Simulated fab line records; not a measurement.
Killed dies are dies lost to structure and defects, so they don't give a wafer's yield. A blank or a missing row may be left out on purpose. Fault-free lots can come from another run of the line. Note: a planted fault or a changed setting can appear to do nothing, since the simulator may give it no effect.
Chamber matching | flow n5_finfet | 4 sister chambers for N5_MOL_CONTACT_COAG_ETCH_15 on rie_diel-01
The step etches SiNx in CH3F/O2, stops on Si:P, target depth 7 nm. 8 wafers are shown with their chamber, then 8 later ones without.

## EACH WAFER AND ITS CHAMBER
wafer  | chamber | drypump_motor_current_A (A) | showerhead_plenum_p_Torr (Torr)
L074.2 | 3       | 5.4                         | 1.99
L077.2 | 2       | 5.3                         | 1.98
L084.4 | 2       | 5.3                         | 1.98
L084.5 | 1       | 6.5                         | 2.03
L091.1 | 3       | 5.5                         | 1.98
L091.3 | 0       | 6.7                         | 2.05
L091.4 | 1       | 6.4                         | 2.03
L092.2 | 0       | 6.7                         | 2.05

## WAFERS WITH NO CHAMBER GIVEN
wafer  | drypump_motor_current_A (A) | showerhead_plenum_p_Torr (Torr)
L092.4 | 6.4                         | 2.03
L092.6 | 5.5                         | 1.98
L095.1 | 6.4                         | 2.02
L095.3 | 5.5                         | 1.97
L095.4 | 5.5                         | 1.97
L096.2 | 5.5                         | 1.97
L096.3 | 6.5                         | 2.02
L096.4 | 6.4                         | 2.02

## WHICH CHAMBER EACH ONE RAN IN
wafer  | from the rows above     | in truth
L092.4 | 1                       | 1
L092.6 | 3                       | 3
L095.1 | 1                       | 1
L095.3 | can't be placed: 3 or 2 | 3
L095.4 | can't be placed: 3 or 2 | 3
L096.2 | can't be placed: 3 or 2 | 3
L096.3 | 1                       | 1
L096.4 | 1                       | 1
5 of 8 placed correctly. From these rows, 3 cannot be placed; in 3 the true chamber is one of the candidates. 0 placed wrongly.
How it was worked out, from the rows above alone: a wafer's distance from a chamber is the root of the sum, over the readings, of the square of ((its reading less the chamber's mean) divided by the reading's scatter). The wafer belongs to the nearest chamber; if the next one is less than 2 further off, it can't be placed. For every chamber, the mean is computed from those of its wafers that are shown. The scatter is the square root of a quotient: the sum, over the shown wafers, of each reading's squared deviation from its chamber's mean, divided by wafers minus chambers.
